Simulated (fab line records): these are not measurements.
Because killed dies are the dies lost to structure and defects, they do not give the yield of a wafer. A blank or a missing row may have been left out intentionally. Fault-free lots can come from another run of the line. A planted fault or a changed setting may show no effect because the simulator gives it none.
Which tool is to blame? || flow n5Finfet || Sampling: 9 lots, 27 wafers, 3 of 1938 route steps

== WHAT THE GAUGES SHOWED, per wafer ==
N5_SD_EPI_P_INSPECT_26: inspects for defects (darkfield).
{"lot": "L270", "measured": "day 3 10:15", "on": "defectInspect-02", "rawDefectCount": "126 149 128"}
{"lot": "L272", "measured": "day 3 22:28", "on": "defectInspect-02", "rawDefectCount": "174 113 134"}
{"lot": "L274", "measured": "day 4 13:18", "on": "defectInspect-01", "rawDefectCount": "174 178 150"}
{"lot": "L281", "measured": "day 6 07:03", "on": "defectInspect-02", "rawDefectCount": "881 857 913"}
{"lot": "L282", "measured": "day 6 13:43", "on": "defectInspect-02", "rawDefectCount": "884 883 792"}
{"lot": "L285", "measured": "day 7 05:26", "on": "defectInspect-01", "rawDefectCount": "165 152 161"}
{"lot": "L288", "measured": "day 7 23:02", "on": "defectInspect-02", "rawDefectCount": "208 200 177"}
{"lot": "L292", "measured": "day 9 06:46", "on": "defectInspect-01", "rawDefectCount": "170 123 188"}
{"lot": "L293", "measured": "day 9 10:23", "on": "defectInspect-01", "rawDefectCount": "161 194 136"}

== TOOL THAT RAN EACH LOT (tool first, then ch and the chambers of the sampled wafers, then the start) ==
{"lot": "L270", "N5_SD_EPI_P_WET_ETCH_45": "wetBench-06 ch 0,3,7, day 3 07:18", "N5_SD_EPI_P_STRIP_40": "plasmaAsher-01 ch 0, day 3 07:22"}
{"lot": "L272", "N5_SD_EPI_P_WET_ETCH_45": "wetBench-03 ch 0,3,7, day 3 18:41", "N5_SD_EPI_P_STRIP_40": "plasmaAsher-02 ch 0,1, day 3 18:44"}
{"lot": "L274", "N5_SD_EPI_P_WET_ETCH_45": "wetBench-06 ch 1,2,3, day 4 09:31", "N5_SD_EPI_P_STRIP_40": "plasmaAsher-02 ch 1, day 4 09:34"}
{"lot": "L281", "N5_SD_EPI_P_WET_ETCH_45": "wetBench-03 ch 0,1,4, day 6 03:16", "N5_SD_EPI_P_STRIP_40": "plasmaAsher-02 ch 0,1, day 6 03:19"}
{"lot": "L282", "N5_SD_EPI_P_WET_ETCH_45": "wetBench-03 ch 0,3,7, day 6 09:56", "N5_SD_EPI_P_STRIP_40": "plasmaAsher-02 ch 0,1, day 6 09:59"}
{"lot": "L285", "N5_SD_EPI_P_WET_ETCH_45": "wetBench-02 ch 3,5,6, day 7 02:31", "N5_SD_EPI_P_STRIP_40": "plasmaAsher-02 ch 0,1, day 7 02:34"}
{"lot": "L288", "N5_SD_EPI_P_WET_ETCH_45": "wetBench-02 ch 0,6,7, day 7 19:53", "N5_SD_EPI_P_STRIP_40": "plasmaAsher-02 ch 0,1, day 7 20:09"}
{"lot": "L292", "N5_SD_EPI_P_WET_ETCH_45": "wetBench-06 ch 1,2,7, day 9 03:49", "N5_SD_EPI_P_STRIP_40": "plasmaAsher-01 ch 0,1, day 9 03:52"}
{"lot": "L293", "N5_SD_EPI_P_WET_ETCH_45": "wetBench-03 ch 0,3,7, day 9 07:27", "N5_SD_EPI_P_STRIP_40": "plasmaAsher-02 ch 0,1, day 9 07:30"}
- N5_SD_EPI_P_WET_ETCH_45: etches SiO2 in dHF, time 10.7 s, target depth 2 nm, rinse time 30 s.
- N5_SD_EPI_P_STRIP_40: strips in N2/H2.

== THE ANSWER, worked out from the rows above alone ==
Rule: usual is defined by the lots themselves. The widest of any qualifying gaps counts: lots, ordered by their means at a reading, are off when they make up no more than a third of the lots, leave a main group of 4 or more, and stand apart from it by 3 or more times the standard deviation of that group's means. Not used: any main group whose means are identical at the precision the tables above print for the reading. A lot without any number at a reading at which 4 lots or more have one is off too. Where the step has rows for the other lots, those lots are counted as sound.
Off: L281, L282, at N5_SD_EPI_P_INSPECT_26 (rawDefectCount). For the main group the mean is 160 and the standard deviation 18.
If a tool, at a process step before that reading, ran all the lots that are off and no sound lot after the first of them, it fits. Gauges at N5_SD_EPI_P_INSPECT_26: tried the same way as those tools. No candidate that was tried fits.

== WHAT THE SIMULATOR PUT IN ==
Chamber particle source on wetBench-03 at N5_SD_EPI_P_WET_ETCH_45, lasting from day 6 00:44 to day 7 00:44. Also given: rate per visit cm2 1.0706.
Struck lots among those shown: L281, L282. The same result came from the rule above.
